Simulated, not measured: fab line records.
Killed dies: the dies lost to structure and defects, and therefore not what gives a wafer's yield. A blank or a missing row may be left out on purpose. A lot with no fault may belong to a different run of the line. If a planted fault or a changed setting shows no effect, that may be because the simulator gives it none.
fab line records	flow n5Finfet
record: lots: 24	wafers: 72	lastDay: 17
route steps=1938 shown BEOL_M4@1093 BEOL_M5@1136
lots untouched by any fault: they come from a run of this same line in which no faults occurred
startH: the number of hours between the record's first day and the start of the first shown wafer of the lot	waitH: hours since the lot's step before	" as in the row above	L1.1+2: a single row standing in for several wafers	- value missing, or start not given	* or withheld: withheld	< > ~ a bound
route shown NAME@n: a module of which the file shows steps, and the number in the route of the first	usual: mean/standard deviation of fault-free wafers	same: alike in all rows	chamber/n: place in a boat	sites: the reading at each site	_std_site: the values' standard deviation	_edge_site: mean of outer sites minus mean of inner sites	radiusMm: for every site, how far away it sits from the centre of the wafer	mask NAME#n: copy n	behind: the tool/chamber that last shaped the wafer	hold: what put the lot on hold/how long, in hours/how the hold closed	device: whichever transistor did not switch (one of n, p or np)	end of line: tests run on the same wafers once the route is complete	for a step that has no rows: nothing shown but its recipe	killed: at the first sort, the dies lost to defects and structure; wafer yield is something else	map: a wafer's dies, marking killed ones x, the rest . and places with no die _
set.NAME: the run value of the setting; set.NAME@STEP: its run value at that earlier step	model.NAME: the simulator's own value behind a step, which no gauge read
one table for each step of the route and one row for each wafer, over a sample of lots
services: when a tool's chamber went out of use (startH, in hours from the record's first day, below 0 if earlier), for how many hours, and the reason
== steps ==
step: N5_BEOL_M4_ANNEAL_89
recipe: tempC: 400	timeS: 240	ambient: vacuum
usual: heaterPowerW: 820/88
lot.wafer	tool	chamber	startH	waitH	heaterPowerW
L074.3	pvdSputter-02	-	153.97	0.0	822
L074.4	"	-	"	"	802
L074.5	"	-	"	"	787
L075.2	pvdSputter-01	-	174.22	0.0	879
L075.3	"	-	"	"	791
L075.5	"	-	"	"	975
L076.2	pvdSputter-01	-	177.90	0.0	760
L076.4	"	-	"	"	1001
L076.6	"	-	"	"	881
L077.2	pvdSputter-01	-	180.13	0.0	985
L077.4	"	-	"	"	903
L077.5	"	-	"	"	778
L078.3	pvdSputter-03	-	183.13	0.0	841
L078.4	"	-	"	"	716
L078.5	"	-	"	"	724
L079.1	pvdSputter-02	-	194.63	0.0	787
L079.2	"	-	"	"	808
L079.6	"	-	"	"	807
L080.1	pvdSputter-01	-	202.60	0.0	831
L080.2	"	-	"	"	887
L080.5	"	-	"	"	972
L082.1	pvdSputter-03	-	204.40	0.0	849
L082.3	"	-	"	"	817
L082.6	"	-	"	"	804
L081.2	pvdSputter-03	-	209.84	0.0	845
L081.3	"	-	"	"	832
L081.4	"	-	"	"	748
L083.2	pvdSputter-02	-	210.30	0.0	805
L083.3	"	-	"	"	769
L083.6	"	-	"	"	799
L084.2	pvdSputter-01	-	224.41	0.0	768
L084.3	"	-	"	"	818
L084.6	"	-	"	"	1006
L085.1	pvdSputter-01	-	226.25	0.0	768
L085.4	"	-	"	"	814
L085.5	"	-	"	"	834
L087.3	pvdSputter-01	-	239.50	0.0	746
L087.4	"	-	"	"	980
L087.6	"	-	"	"	1010
L086.4	pvdSputter-02	-	244.30	0.0	820
L086.5	"	-	"	"	755
L086.6	"	-	"	"	816
L089.1	pvdSputter-03	-	247.06	0.0	848
L089.2	"	-	"	"	843
L089.4	"	-	"	"	731
L088.1	pvdSputter-02	-	253.25	0.0	789
L088.4	"	-	"	"	603
L088.6	"	-	"	"	808
L090.2	pvdSputter-01	-	254.66	0.0	782
L090.3	"	-	"	"	821
L090.5	"	-	"	"	808
L091.1	pvdSputter-03	-	266.48	0.0	860
L091.3	"	-	"	"	718
L091.6	"	-	"	"	847
L092.3	pvdSputter-01	-	271.55	0.0	881
L092.5	"	-	"	"	802
L092.6	"	-	"	"	776
L094.1	pvdSputter-01	-	276.50	0.0	980
L094.5	"	-	"	"	898
L094.6	"	-	"	"	784
L093.2	pvdSputter-02	-	276.71	0.0	800
L093.4	"	-	"	"	794
L093.6	"	-	"	"	777
L095.2	pvdSputter-03	-	282.48	0.0	863
L095.4	"	-	"	"	826
L095.6	"	-	"	"	829
L096.1	pvdSputter-03	-	292.39	0.0	728
L096.2	"	-	"	"	840
L096.6	"	-	"	"	841
L097.2	pvdSputter-03	-	308.24	0.0	841
L097.3	"	-	"	"	843
L097.5	"	-	"	"	809
step: N5_BEOL_M4_SPUTTER_96
recipe: material: Cu	targetThkA: 45	tempC: -20	chamberPressurePa: 0.07	powerW: withheld	timeS: 8.29
usual: chamberPressurePa: 0.07001/0.00013	throttleValvePct: 29.6/1.4
lot.wafer	tool	chamber	startH	waitH	chamberPressurePa	throttleValvePct
L074.3	pvdSputter-02	-	154.77	0.1	0.07007	29.5
L074.4	"	-	"	"	0.06993	29.6
L074.5	"	-	"	"	0.06984	30.9
L075.2	pvdSputter-01	-	175.02	0.1	0.07009	30.6
L075.3	"	-	"	"	0.06994	27.6
L075.5	"	-	"	"	0.06996	29.8
L076.2	pvdSputter-01	-	178.70	0.1	0.06993	26.9
L076.4	"	-	"	"	0.07027	30.0
L076.6	"	-	"	"	0.06996	30.2
L077.2	pvdSputter-01	-	180.93	0.1	0.07011	29.6
L077.4	"	-	"	"	0.07005	30.3
L077.5	"	-	"	"	0.07013	26.5
L078.3	pvdSputter-03	-	183.93	0.1	0.07018	31.0
L078.4	"	-	"	"	0.06988	30.3
L078.5	"	-	"	"	0.06975	30.5
L079.1	pvdSputter-02	-	195.43	0.1	0.06987	30.9
L079.2	"	-	"	"	0.0699	29.6
L079.6	"	-	"	"	0.06998	29.8
L080.1	pvdSputter-01	-	203.40	0.1	0.07011	27.6
L080.2	"	-	"	"	0.06994	30.7
L080.5	"	-	"	"	0.07004	29.7
L082.1	pvdSputter-03	-	205.20	0.1	0.06998	29.2
L082.3	"	-	"	"	0.06992	31.2
L082.6	"	-	"	"	0.06993	31.1
L081.2	pvdSputter-03	-	210.64	0.1	0.07033	29.0
L081.3	"	-	"	"	0.06988	31.4
L081.4	"	-	"	"	0.07006	30.6
L083.2	pvdSputter-02	-	211.10	0.1	0.07003	29.3
L083.3	"	-	"	"	0.06991	30.8
L083.6	"	-	"	"	0.07006	29.5
L084.2	pvdSputter-01	-	225.21	0.1	0.06988	26.8
L084.3	"	-	"	"	0.07012	27.7
L084.6	"	-	"	"	0.07012	29.9
L085.1	pvdSputter-01	-	227.05	0.1	0.07001	26.6
L085.4	"	-	"	"	0.06993	27.6
L085.5	"	-	"	"	0.06982	27.4
L087.3	pvdSputter-01	-	240.30	0.1	0.07009	26.5
L087.4	"	-	"	"	0.07009	29.4
L087.6	"	-	"	"	0.07004	29.8
L086.4	pvdSputter-02	-	245.10	0.1	0.06988	29.5
L086.5	"	-	"	"	0.0698	30.8
L086.6	"	-	"	"	0.07006	29.3
L089.1	pvdSputter-03	-	247.86	0.1	0.06996	31.3
L089.2	"	-	"	"	0.06989	31.1
L089.4	"	-	"	"	0.07011	30.4
L088.1	pvdSputter-02	-	254.05	0.1	0.07009	29.3
L088.4	"	-	"	"	0.06991	30.6
L088.6	"	-	"	"	0.07025	29.3
L090.2	pvdSputter-01	-	255.46	0.1	0.0701	26.6
L090.3	"	-	"	"	0.07009	27.6
L090.5	"	-	"	"	0.07005	27.6
L091.1	pvdSputter-03	-	267.28	0.1	0.06975	31.0
L091.3	"	-	"	"	0.07013	30.5
L091.6	"	-	"	"	0.06999	29.2
L092.3	pvdSputter-01	-	272.35	0.1	0.06987	30.4
L092.5	"	-	"	"	0.0701	27.3
L092.6	"	-	"	"	0.07011	26.6
L094.1	pvdSputter-01	-	277.30	0.1	0.07013	29.6
L094.5	"	-	"	"	0.07029	30.2
L094.6	"	-	"	"	0.07015	26.9
L093.2	pvdSputter-02	-	277.51	0.1	0.06987	29.6
L093.4	"	-	"	"	0.07008	29.3
L093.6	"	-	"	"	0.06984	29.5
L095.2	pvdSputter-03	-	283.28	0.1	0.07021	30.7
L095.4	"	-	"	"	0.07027	31.3
L095.6	"	-	"	"	0.07018	31.1
L096.1	pvdSputter-03	-	293.19	0.1	0.06999	30.5
L096.2	"	-	"	"	0.06991	29.0
L096.6	"	-	"	"	0.06987	31.2
L097.2	pvdSputter-03	-	309.04	0.1	0.06975	31.3
L097.3	"	-	"	"	0.07007	29.2
L097.5	"	-	"	"	0.07	31.4
step: N5_BEOL_M4_PRE_CLEAN_60
recipe: gas: NH3/H2	timeS: 15	tempC: *	rfPowerW: 300
usual: heaterPowerW: 105/30
lot.wafer	tool	chamber	startH	waitH	heaterPowerW
L074.3	cvdCo-01	2	155.74	0.1	58
L074.4	"	2	"	"	57
L074.5	"	0	"	"	96
L075.2	cvdCo-02	1	175.86	0.0	148
L075.3	"	2	"	"	74
L075.5	"	0	"	"	98
L076.2	cvdCo-01	0	179.57	0.0	97
L076.4	"	0	"	"	98
L076.6	"	1	"	"	97
L077.2	cvdCo-02	2	181.76	0.0	73
L077.4	"	2	"	"	75
L077.5	"	1	"	"	155
L078.3	cvdCo-02	2	184.79	0.1	76
L078.4	"	1	"	"	148
L078.5	"	1	"	"	152
L079.1	cvdCo-01	2	196.27	0.0	58
L079.2	"	0	"	"	100
L079.6	"	2	"	"	58
L080.1	cvdCo-02	1	204.38	0.0	150
L080.2	"	0	"	"	97
L080.5	"	2	"	"	75
L082.1	cvdCo-02	2	206.03	0.0	76
L082.3	"	1	"	"	154
L082.6	"	1	"	"	146
L081.2	cvdCo-02	0	211.46	0.0	97
L081.3	"	2	"	"	75
L081.4	"	2	"	"	75
L083.2	cvdCo-02	1	212.22	0.2	148
L083.3	"	0	"	"	97
L083.6	"	0	"	"	99
L084.2	cvdCo-01	0	226.03	0.0	99
L084.3	"	1	"	"	97
L084.6	"	0	"	"	98
L085.1	cvdCo-02	1	227.87	0.0	149
L085.4	"	1	"	"	153
L085.5	"	0	"	"	97
L087.3	cvdCo-02	0	241.12	0.0	95
L087.4	"	0	"	"	98
L087.6	"	2	"	"	77
L086.4	cvdCo-02	0	246.06	0.1	97
L086.5	"	2	"	"	75
L086.6	"	1	"	"	150
L089.1	cvdCo-02	1	248.70	0.0	152
L089.2	"	0	"	"	97
L089.4	"	1	"	"	150
L088.1	cvdCo-02	0	254.91	0.1	98
L088.4	"	1	"	"	150
L088.6	"	0	"	"	97
L090.2	cvdCo-01	0	256.29	0.0	98
L090.3	"	2	"	"	59
L090.5	"	2	"	"	58
L091.1	cvdCo-02	0	268.36	0.0	99
L091.3	"	1	"	"	153
L091.6	"	1	"	"	150
L092.3	cvdCo-02	2	274.39	0.0	76
L092.5	"	1	"	"	152
L092.6	"	2	"	"	78
L093.2	cvdCo-02	0	278.33	0.0	97
L093.4	"	2	"	"	75
L093.6	"	1	"	"	152
L094.1	cvdCo-02	1	278.44	0.1	151
L094.5	"	1	"	"	149
L094.6	"	0	"	"	99
L095.2	cvdCo-02	0	284.32	0.0	96
L095.4	"	0	"	"	99
L095.6	"	2	"	"	78
L096.1	cvdCo-02	1	294.01	0.0	152
L096.2	"	0	"	"	100
L096.6	"	2	"	"	77
L097.2	cvdCo-02	2	309.87	0.0	76
L097.3	"	0	"	"	99
L097.5	"	2	"	"	78
step: N5_BEOL_M4_RS_MEAS_58
recipe: thkMeasGauge: four-point-probe	reads: Co_of_BEOL_M4_CO_CAP_55+Cu_of_BEOL_M4_ECD_50+Co_of_BEOL_M4_CVD_47+TaN_of_BEOL_M4_ALD_84
usual: M4_RS: 0.673/0.025
lot.wafer	tool	chamber	startH	waitH	M4_RS[ohm/sq]
L074.3	filmMetro-01	-	155.97	0.1	0.700
L074.4	"	-	"	"	0.678
L074.5	"	-	"	"	0.687
L075.2	filmMetro-01	-	176.09	0.1	0.658
L075.3	"	-	"	"	0.626
L075.5	"	-	"	"	0.659
L076.2	filmMetro-01	-	179.85	0.1	0.666
L076.4	"	-	"	"	0.672
L076.6	"	-	"	"	0.715
L077.2	filmMetro-01	-	181.98	0.1	0.693
L077.4	"	-	"	"	0.690
L077.5	"	-	"	"	0.667
L078.3	filmMetro-01	-	185.05	0.1	0.681
L078.4	"	-	"	"	0.694
L078.5	"	-	"	"	0.679
L079.1	filmMetro-01	-	196.53	0.1	0.687
L079.2	"	-	"	"	0.676
L079.6	"	-	"	"	0.637
L080.1	filmMetro-02	-	204.60	0.0	0.696
L080.2	"	-	"	"	0.687
L080.5	"	-	"	"	0.691
L082.1	filmMetro-02	-	206.25	0.0	0.629
L082.3	"	-	"	"	0.655
L082.6	"	-	"	"	0.661
L081.2	filmMetro-01	-	211.68	0.1	0.696
L081.3	"	-	"	"	0.693
L081.4	"	-	"	"	0.667
L083.2	filmMetro-01	-	212.47	0.1	0.685
L083.3	"	-	"	"	0.688
L083.6	"	-	"	"	0.702
L084.2	filmMetro-02	-	226.26	0.1	0.693
L084.3	"	-	"	"	0.652
L084.6	"	-	"	"	0.666
L085.1	filmMetro-02	-	228.10	0.0	0.643
L085.4	"	-	"	"	0.679
L085.5	"	-	"	"	0.677
L087.3	filmMetro-01	-	241.35	0.1	0.721
L087.4	"	-	"	"	0.700
L087.6	"	-	"	"	0.707
L086.4	filmMetro-01	-	246.27	0.0	0.660
L086.5	"	-	"	"	0.671
L086.6	"	-	"	"	0.644
L089.1	filmMetro-01	-	248.98	0.0	0.703
L089.2	"	-	"	"	0.703
L089.4	"	-	"	"	0.653
L088.1	filmMetro-01	-	255.19	0.0	0.659
L088.4	"	-	"	"	0.680
L088.6	"	-	"	"	0.665
L090.2	filmMetro-01	-	256.51	0.1	0.624
L090.3	"	-	"	"	0.695
L090.5	"	-	"	"	0.649
L091.1	filmMetro-01	-	268.64	0.0	0.710
L091.3	"	-	"	"	0.686
L091.6	"	-	"	"	0.672
L092.3	filmMetro-01	-	274.65	0.1	0.665
L092.5	"	-	"	"	0.639
L092.6	"	-	"	"	0.693
L093.2	filmMetro-02	-	278.56	0.1	0.709
L093.4	"	-	"	"	0.639
L093.6	"	-	"	"	0.649
L094.1	filmMetro-02	-	278.66	0.0	0.649
L094.5	"	-	"	"	0.670
L094.6	"	-	"	"	0.665
L095.2	filmMetro-01	-	284.54	0.1	0.647
L095.4	"	-	"	"	0.607
L095.6	"	-	"	"	0.623
L096.1	filmMetro-02	-	294.23	0.0	0.652
L096.2	"	-	"	"	0.662
L096.6	"	-	"	"	0.706
L097.2	filmMetro-01	-	310.16	0.1	0.654
L097.3	"	-	"	"	0.720
L097.5	"	-	"	"	0.699
step: N5_BEOL_M5_HM_OPEN_17
recipe: chemistry: Cl2/BCl3	targetDepthA: 200	overetchA: 60	target: TiN	maskMaterial: SOC	ionEnergyEv: 150	pressureMtorr: 10	icpW: 1000	biasW: 126	Cl2_flow_sccm: 53.25	bcl3FlowSccm: 21.75	Ar_flow_sccm: 25
usual: drypumpMotorCurrentA: 5.4/0.35	oesProductAu: 0.66/0.061	throttleValvePct: 22.2/0.37
lot.wafer	tool	chamber	startH	waitH	drypumpMotorCurrentA	oesProductAu	rfHoursCounterH	throttleValvePct
L074.3	rieMetal-03	1	159.05	0.1	5.6	0.77	-	22.3
L074.4	"	0	"	"	4.9	0.57	-	22.7
L074.5	"	1	"	"	5.6	0.78	-	22.4
L075.2	rieMetal-02	1	180.17	0.0	5.3	0.71	21	22.0
L075.3	"	1	"	"	5.2	0.72	-	22.0
L075.5	"	1	"	"	5.3	0.71	-	22.0
L076.2	rieMetal-01	0	182.88	0.0	5.3	0.62	64	22.0
L076.4	"	1	"	"	6.1	0.69	-	22.5
L076.6	"	1	"	"	6.1	0.68	-	22.5
L077.2	rieMetal-02	1	186.20	0.0	5.2	0.72	21	22.0
L077.4	"	1	"	"	5.2	0.72	-	22.0
L077.5	"	0	"	"	5.5	0.64	-	21.6
L078.3	rieMetal-01	0	189.10	0.1	5.2	0.62	-	22.0
L078.4	"	1	"	"	6.1	0.69	-	22.5
L078.5	"	1	"	"	6.1	0.69	-	22.5
L079.1	rieMetal-03	1	199.11	0.0	5.5	0.75	14	22.3
L079.2	"	0	"	"	4.9	0.57	94	22.7
L079.6	"	0	"	"	4.9	0.58	-	22.8
L080.1	rieMetal-02	0	207.24	0.0	5.5	0.64	44	21.6
L080.2	"	1	"	"	5.3	0.71	23	22.0
L080.5	"	1	"	"	5.3	0.72	-	22.0
L082.1	rieMetal-03	0	209.53	0.0	4.9	0.56	94	22.8
L082.3	"	0	"	"	4.9	0.56	-	22.8
L082.6	"	0	"	"	4.9	0.57	-	22.8
L081.2	rieMetal-02	0	214.26	0.0	5.5	0.63	45	21.6
L081.3	"	0	"	"	5.5	0.63	-	21.6
L081.4	"	1	"	"	5.3	0.71	-	22.0
L083.2	rieMetal-01	0	217.22	0.0	5.2	0.61	67	22.0
L083.3	"	0	"	"	5.2	0.61	-	22.0
L083.6	"	1	"	"	6.1	0.67	-	22.5
L084.2	rieMetal-02	1	229.14	0.0	5.3	0.71	26	22.0
L084.3	"	1	"	"	5.3	0.71	-	22.0
L084.6	"	0	"	"	5.5	0.64	-	21.6
L085.1	rieMetal-03	1	231.07	0.0	5.6	0.75	16	22.4
L085.4	"	1	"	"	5.6	0.74	-	22.3
L085.5	"	0	"	"	4.9	0.57	-	22.7
L087.3	rieMetal-02	0	245.86	0.1	5.5	0.63	-	21.6
L087.4	"	1	"	"	5.3	0.69	-	22.1
L087.6	"	1	"	"	5.3	0.70	-	22.0
L086.4	rieMetal-01	1	249.13	0.1	6.1	0.67	-	22.5
L086.5	"	1	"	"	6.1	0.68	-	22.5
L086.6	"	0	"	"	5.3	0.62	-	22.0
L089.1	rieMetal-02	0	252.21	0.0	5.5	0.63	49	21.7
L089.2	"	1	"	"	5.2	0.70	28	22.0
L089.4	"	0	"	"	5.5	0.62	-	21.6
L088.1	rieMetal-03	1	258.57	0.0	5.6	0.73	18	22.4
L088.4	"	0	"	"	4.9	0.56	-	22.8
L088.6	"	0	"	"	4.9	0.54	-	22.8
L090.2	rieMetal-03	0	261.27	0.0	4.9	0.56	98	22.8
L090.3	"	0	"	"	4.9	0.56	-	22.8
L090.5	"	1	"	"	5.6	0.75	-	22.4
L091.1	rieMetal-01	1	273.08	0.0	6.1	0.66	37	22.5
L091.3	"	1	"	"	6.0	0.67	-	22.5
L091.6	"	0	"	"	5.2	0.61	-	22.0
L092.3	rieMetal-02	1	278.75	0.1	5.3	0.68	-	22.1
L092.5	"	1	"	"	5.3	0.68	-	22.1
L092.6	"	1	"	"	5.3	0.69	-	22.1
L093.2	rieMetal-03	1	281.63	0.0	5.6	0.74	20	22.4
L093.4	"	1	"	"	5.5	0.74	-	22.4
L093.6	"	1	"	"	5.6	0.74	-	22.3
L094.1	rieMetal-03	1	282.03	0.0	5.6	0.73	20	22.4
L094.5	"	1	"	"	5.6	0.73	-	22.4
L094.6	"	0	"	"	4.9	0.55	-	22.8
L095.2	rieMetal-02	0	288.63	0.0	5.5	0.63	49	21.7
L095.4	"	0	"	"	5.5	0.63	-	21.7
L095.6	"	1	"	"	5.2	0.68	-	22.0
L096.1	rieMetal-01	0	297.75	0.0	5.3	0.61	74	22.0
L096.2	"	1	"	"	6.1	0.66	40	22.5
L096.6	"	1	"	"	6.1	0.66	-	22.6
L097.2	rieMetal-01	1	313.31	0.0	6.1	0.66	42	22.5
L097.3	"	1	"	"	6.1	0.66	-	22.5
L097.5	"	1	"	"	6.1	0.66	-	22.5
step: N5_BEOL_M5_CURE_80
recipe: tempC: 370	timeS: 120	ambient: DMADMS/He	material: SiCOH_lowk
usual: lampPowerPct: 52.31/0.051	wafer_temp_C_max: 371.7/0.66
lot.wafer	tool	chamber	startH	waitH	lampPowerPct	wafer_temp_C_max
L074.3	uvCure-02	2	161.22	0.5	52.23	372.1
L074.4	"	2	"	"	52.28	372.5
L074.5	"	2	"	"	52.28	371.7
L075.2	uvCure-01	0	181.55	0.1	52.33	371.4
L075.3	"	0	"	"	52.25	371.7
L075.5	"	0	"	"	52.31	370.9
L076.2	uvCure-03	0	185.46	0.1	52.25	371.4
L076.4	"	0	"	"	52.29	372.5
L076.6	"	0	"	"	52.27	371.5
L077.2	uvCure-03	2	188.71	0.1	52.26	371.7
L077.4	"	2	"	"	52.33	372.6
L077.5	"	2	"	"	52.25	371.7
L078.3	uvCure-02	1	191.81	0.1	52.46	371.2
L078.4	"	1	"	"	52.33	371.2
L078.5	"	1	"	"	52.30	370.8
L079.1	uvCure-03	1	200.46	0.0	52.31	373.6
L079.2	"	1	"	"	52.33	372.8
L079.6	"	1	"	"	52.29	372.6
L080.1	uvCure-01	0	208.49	0.0	52.38	370.7
L080.2	"	0	"	"	52.32	370.5
L080.5	"	0	"	"	52.31	370.8
L082.1	uvCure-01	2	211.16	0.1	52.29	371.6
L082.3	"	2	"	"	52.40	372.0
L082.6	"	2	"	"	52.36	371.6
L081.2	uvCure-01	0	216.81	0.1	52.36	370.9
L081.3	"	0	"	"	52.31	370.7
L081.4	"	0	"	"	52.41	370.9
L083.2	uvCure-01	1	219.45	0.1	52.29	371.7
L083.3	"	1	"	"	52.36	371.6
L083.6	"	1	"	"	52.33	372.0
L084.2	uvCure-02	1	230.75	0.1	52.35	371.0
L084.3	"	1	"	"	52.22	370.3
L084.6	"	1	"	"	52.33	371.1
L085.1	uvCure-01	1	232.34	0.0	52.28	371.4
L085.4	"	1	"	"	52.29	371.8
L085.5	"	1	"	"	52.30	372.5
L087.3	uvCure-01	0	247.51	0.1	52.29	371.1
L087.4	"	0	"	"	52.33	371.3
L087.6	"	0	"	"	52.33	371.2
L086.4	uvCure-02	1	253.49	0.3	52.29	370.9
L086.5	"	1	"	"	52.32	371.1
L086.6	"	1	"	"	52.29	370.8
L089.1	uvCure-01	2	254.21	0.2	52.24	372.1
L089.2	"	2	"	"	52.36	371.4
L089.4	"	2	"	"	52.34	371.6
L088.1	uvCure-03	1	261.30	0.0	52.38	372.4
L088.4	"	1	"	"	52.30	373.0
L088.6	"	1	"	"	52.34	373.0
L090.2	uvCure-03	0	262.77	0.1	52.25	372.1
L090.3	"	0	"	"	52.31	372.3
L090.5	"	0	"	"	52.34	371.5
L091.1	uvCure-02	0	274.73	0.0	52.28	372.6
L091.3	"	0	"	"	52.28	371.5
L091.6	"	0	"	"	52.26	372.7
L092.3	uvCure-03	0	280.75	0.3	52.26	372.0
L092.5	"	0	"	"	52.22	371.7
L092.6	"	0	"	"	52.37	371.6
L094.1	uvCure-03	0	284.24	0.0	52.31	371.5
L094.5	"	0	"	"	52.31	371.5
L094.6	"	0	"	"	52.23	371.5
L093.2	uvCure-02	0	284.27	0.1	52.38	371.9
L093.4	"	0	"	"	52.33	372.2
L093.6	"	0	"	"	52.22	372.4
L095.2	uvCure-01	0	290.39	0.1	52.29	370.7
L095.4	"	0	"	"	52.31	371.0
L095.6	"	0	"	"	52.32	371.0
L096.1	uvCure-03	0	301.24	0.0	52.22	371.4
L096.2	"	0	"	"	52.23	371.6
L096.6	"	0	"	"	52.40	372.2
L097.2	uvCure-03	1	315.05	0.2	52.27	372.1
L097.3	"	1	"	"	52.22	372.5
L097.5	"	1	"	"	52.28	371.7
== services ==
tool	chamber	startH	hours	kind
uvCure-02	-	131.48	7.5	pm
rieMetal-01	0	134.08	6.0	repair
uvCure-03	-	154.58	23.2	repair
uvCure-01	-	154.87	2.1	pm
rieMetal-03	-	166.18	2.2	repair
cvdCo-01	2	178.45	2.3	repair
cvdCo-02	0	183.03	9.2	repair
cvdCo-02	-	192.72	6.9	pm
uvCure-01	-	197.61	3.6	repair
uvCure-03	-	227.81	2.1	pm
cvdCo-01	-	234.99	6.0	pm
cvdCo-02	2	248.60	21.1	repair
cvdCo-01	-	249.98	0.8	repair
uvCure-03	-	251.03	7.5	pm
rieMetal-02	0	253.58	26.6	repair
rieMetal-03	-	253.80	1.7	repair
uvCure-02	-	266.72	0.4	repair
cvdCo-02	-	271.48	0.3	repair
uvCure-01	-	272.53	0.3	repair
cvdCo-01	-	285.36	0.6	repair
rieMetal-02	0	298.84	63.1	repair
cvdCo-02	1	303.50	13.0	repair
== key ==
fault none
